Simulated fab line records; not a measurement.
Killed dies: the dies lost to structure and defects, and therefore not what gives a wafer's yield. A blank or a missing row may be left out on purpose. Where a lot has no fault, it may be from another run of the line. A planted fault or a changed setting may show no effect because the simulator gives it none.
Matching of chambers    flow n5_finfet    N5_BEOL_M3_ETCH_77 on rie_diel-02: 4 sister chambers
The step etches underlayer in N2/H2, target depth 6.5 nm, time 5.2 s. 16 wafers are shown with their chamber, then 8 later ones without.

WAFERS WITH THEIR CHAMBER
wafer   chamber  showerhead_plenum_p_Torr (Torr)  drypump_motor_current_A (A)  throttle_valve_pct (%)
L074.2  3        2.61                             4.9                          17.89
L074.3  2        2.47                             5.1                          17.83
L074.4  0        2.67                             6.1                          17.63
L076.3  1        2.50                             5.9                          18.22
L076.5  3        2.61                             4.9                          17.92
L076.6  0        2.66                             6.2                          17.63
L078.1  0        2.66                             6.1                          17.63
L078.4  2        2.47                             5.1                          17.83
L078.5  3        2.61                             4.9                          17.94
L079.1  1        2.50                             5.8                          18.24
L079.4  1        2.50                             5.8                          18.27
L079.6  0        2.66                             6.1                          17.62
L084.1  3        2.60                             4.9                          17.96
L084.2  2        2.46                             5.1                          17.84
L084.6  0        2.66                             6.1                          17.63
L086.1  0        2.66                             6.1                          17.67

SIGNATURES (means of the wafers above)
reading                   chamber 0  chamber 1  chamber 2  chamber 3  scatter within a chamber
showerhead_plenum_p_Torr  2.6617     2.5000     2.4667     2.6075     0.00433
drypump_motor_current_A   6.117      5.833      5.100      4.900      0.0354
throttle_valve_pct        17.6350    18.2433    17.8333    17.9275    0.0215
Rule: for each reading, subtract the chamber's mean from the wafer's reading, divide by that reading's scatter and square the result; add these up over the readings and take the root, which gives the wafer's distance from the chamber. If the next closest chamber is less than 2 further off than the closest, the wafer can't be placed; otherwise it belongs to the closest. How the scatter is found: for the shown wafers, subtract from each reading the mean of its chamber, square and add these, divide the total by (wafers less chambers), then take the root.

WAFERS WHOSE CHAMBER IS MISSING
wafer   showerhead_plenum_p_Torr (Torr)  drypump_motor_current_A (A)  throttle_valve_pct (%)
L086.5  2.60                             4.9                          17.98
L086.6  2.66                             6.1                          17.64
L089.1  2.50                             5.8                          17.82
L089.4  2.65                             6.1                          17.66
L089.6  2.50                             5.8                          17.81
L091.1  2.65                             6.1                          17.69
L091.2  2.50                             5.8                          17.81
L091.3  2.60                             4.9                          17.98

CHAMBER TAKEN BY EACH
wafer   from the rows above      in truth
L086.5  3                        3
L086.6  0                        0
L089.1  can't be placed: 1 or 2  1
L089.4  0                        0
L089.6  can't be placed: 1 or 2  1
L091.1  0                        0
L091.2  can't be placed: 1 or 2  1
L091.3  3                        3
Correctly placed: 5 of 8. Can't be placed from these rows: 3 (the true chamber is among the candidates in 3). Number placed wrongly: 0.
